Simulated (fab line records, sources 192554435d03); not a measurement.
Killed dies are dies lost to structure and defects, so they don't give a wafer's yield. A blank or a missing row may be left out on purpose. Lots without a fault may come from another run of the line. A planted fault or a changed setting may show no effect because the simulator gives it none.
Split-lot experiment | flow n5_finfet | 7 lots, 39 wafers read, on a route of 1938 steps

THE SPLIT
At N5_MOL_CONTACT_COAG_VIA_ETCH_46 (etches SiO2 in C4F6/O2, target depth 46 nm, overetch 9.2 nm, time 40 s), the setting target_depth_a was moved away from the recipe's 460 angstrom on 9 of the 39 wafers read, by -59.1% to -44.7%. The other wafers ran this setting at the recipe's value.

FROM THE SPLIT TO THE READING: what the file shows between them, 7 steps
- N5_MOL_CONTACT_COAG_STRIP_96: strips in N2/H2
- N5_MOL_CONTACT_COAG_ETCH_47: etches SiNx in CH3F/O2, stops on W, target depth 27 nm
- N5_MOL_CONTACT_COAG_STRIP_119: strips in N2/H2, time 30 s
- N5_MOL_CONTACT_COAG_PRECLEAN_144: cleans in alkaline clean, time 60 s
- N5_MOL_CONTACT_COAG_STRIP_120: strips in CHF3
- N5_MOL_CONTACT_COAG_VIA_ETCH_117: etches SiO2 in C4F6/O2, target depth 40 nm, overetch 8 nm, time 26 s
- N5_MOL_CONTACT_COAG_ETCH_124: etches SiNx in CH3F/O2, stops on SiOC, target depth 6.5 nm

THE READING
oes_product_au, in a.u., at N5_MOL_CONTACT_COAG_ETCH_48 (etches SiOC in C4F6/O2, target depth 15 nm, overetch 4.5 nm, time 17 s). Fault-free wafers of this fab line usually give 0.66 a.u., standard deviation 0.081 a.u..

wafer  | tool, chamber at the split | target_depth_a as run, angstrom | against the recipe | oes_product_au, a.u. | against lot-mates on the recipe
L075.1 | rie_diel-02, 1             | 460                             | recipe             | 0.75                 | -
L075.2 | rie_diel-02, 2             | 460                             | recipe             | 0.60                 | -
L075.3 | rie_diel-02, 0             | 460                             | recipe             | 0.81                 | -
L075.4 | rie_diel-02, 3             | 460                             | recipe             | 0.61                 | -
L075.5 | rie_diel-02, 3             | 460                             | recipe             | 0.71                 | -
L075.6 | rie_diel-02, 2             | 460                             | recipe             | 0.62                 | -
L076.2 | rie_diel-03, 2             | 460                             | recipe             | 0.56                 | -
L076.5 | rie_diel-03, 0             | 460                             | recipe             | 0.59                 | -
L076.6 | rie_diel-03, 3             | 460                             | recipe             | 0.64                 | -
L085.1 | rie_diel-04, 0             | 254.3                           | -44.7%             | 0.26                 | -0.41
L085.2 | rie_diel-04, 1             | 254.3                           | -44.7%             | 0.32                 | -0.35
L085.3 | rie_diel-04, 2             | 460                             | recipe             | 0.74                 | -
L085.4 | rie_diel-04, 0             | 460                             | recipe             | 0.61                 | -
L085.5 | rie_diel-04, 2             | 460                             | recipe             | 0.65                 | -
L085.6 | rie_diel-04, 1             | 254.3                           | -44.7%             | 0.34                 | -0.33
L086.1 | rie_diel-03, 2             | 460                             | recipe             | 0.78                 | -
L086.2 | rie_diel-03, 1             | 460                             | recipe             | 0.57                 | -
L086.3 | rie_diel-03, 3             | 460                             | recipe             | 0.63                 | -
L086.4 | rie_diel-03, 2             | 460                             | recipe             | 0.59                 | -
L086.5 | rie_diel-03, 1             | 460                             | recipe             | 0.76                 | -
L086.6 | rie_diel-03, 3             | 460                             | recipe             | 0.56                 | -
L089.1 | rie_diel-04, 2             | 188                             | -59.1%             | 0.27                 | -0.43
L089.2 | rie_diel-04, 1             | 460                             | recipe             | 0.74                 | -
L089.3 | rie_diel-04, 2             | 460                             | recipe             | 0.67                 | -
L089.4 | rie_diel-04, 1             | 188                             | -59.1%             | 0.36                 | -0.34
L089.5 | rie_diel-04, 2             | 188                             | -59.1%             | 0.34                 | -0.36
L089.6 | rie_diel-04, 1             | 460                             | recipe             | 0.69                 | -
L090.1 | rie_diel-04, 1             | 460                             | recipe             | 0.63                 | -
L090.2 | rie_diel-04, 3             | 460                             | recipe             | 0.66                 | -
L090.3 | rie_diel-04, 2             | 226.5                           | -50.8%             | 0.34                 | -0.33
L090.4 | rie_diel-04, 3             | 226.5                           | -50.8%             | 0.26                 | -0.41
L090.5 | rie_diel-04, 1             | 226.5                           | -50.8%             | 0.31                 | -0.36
L090.6 | rie_diel-04, 2             | 460                             | recipe             | 0.71                 | -
L096.1 | rie_diel-03, 0             | 460                             | recipe             | 0.72                 | -
L096.2 | rie_diel-03, 3             | 460                             | recipe             | 0.70                 | -
L096.3 | rie_diel-03, 1             | 460                             | recipe             | 0.55                 | -
L096.4 | rie_diel-03, 2             | 460                             | recipe             | 0.76                 | -
L096.5 | rie_diel-03, 0             | 460                             | recipe             | 0.58                 | -
L096.6 | rie_diel-03, 3             | 460                             | recipe             | 0.72                 | -

THE FIT
A straight line over all 39 wafers: oes_product_au changes by +0.00671 a.u. for each +1% of target_depth_a; r = +0.90; the points scatter about the line by 0.072 a.u..
The same after taking each lot's own level away (the mean of its wafers on the recipe; 39 wafers): +0.00702 a.u. for each +1%; r = +0.92; scatter 0.066 a.u..
On that fit, the largest move of target_depth_a shifts the reading by 0.41 a.u..
The lots' own levels span 0.597 to 0.700 a.u., that is 1.3 times the standard deviation above.
So the lot-to-lot level changes the slope little: the two slopes agree.
Check: with one of the wafers moved furthest among these (-59.1%) left out of the fit, the line predicts -0.414 a.u. for it against its lot-mates. It came out at -0.43 a.u. against them.

THE WHOLE CHAIN: every reading that the file lists as answering this split, in the file's order
step                            | what it does                                                           | reading                                                                                 | change (the file's fit)                   | r (the file's)
N5_MOL_CONTACT_COAG_VIA_ETCH_46 | etches SiO2 in C4F6/O2, target depth 46 nm, overetch 9.2 nm, time 40 s | etch.depth_nm (the simulator's own value, which no gauge read)                          | +0.273 nm for each +1% of the setting     | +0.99
N5_MOL_CONTACT_COAG_VIA_ETCH_46 | etches SiO2 in C4F6/O2, target depth 46 nm, overetch 9.2 nm, time 40 s | SOC_of_MOL_CONTACT_COAG_COAT_75.thk_nm (the simulator's own value, which no gauge read) | -0.0568 nm for each +1% of the setting    | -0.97
N5_MOL_CONTACT_COAG_ETCH_47     | etches SiNx in CH3F/O2, stops on W, target depth 27 nm                 | etch_rf_on_time_s                                                                       | withheld for each +1% of the setting      | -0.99
N5_MOL_CONTACT_COAG_ETCH_47     | etches SiNx in CH3F/O2, stops on W, target depth 27 nm                 | oes_product_au                                                                          | +0.00862 a.u. for each +1% of the setting | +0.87
N5_MOL_CONTACT_COAG_ETCH_47     | etches SiNx in CH3F/O2, stops on W, target depth 27 nm                 | etch.over_etch_s (the simulator's own value, which no gauge read)                       | +0.0983 s for each +1% of the setting     | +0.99
N5_MOL_CONTACT_COAG_ETCH_124    | etches SiNx in CH3F/O2, stops on SiOC, target depth 6.5 nm             | oes_product_au                                                                          | +0.00774 a.u. for each +1% of the setting | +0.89
N5_MOL_CONTACT_COAG_ETCH_48     | etches SiOC in C4F6/O2, target depth 15 nm, overetch 4.5 nm, time 17 s | oes_product_au                                                                          | +0.00705 a.u. for each +1% of the setting | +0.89

THE FILE'S OWN FIT
oes_product_au changes by +0.00705 a.u. for each +1% of target_depth_a, r = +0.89.
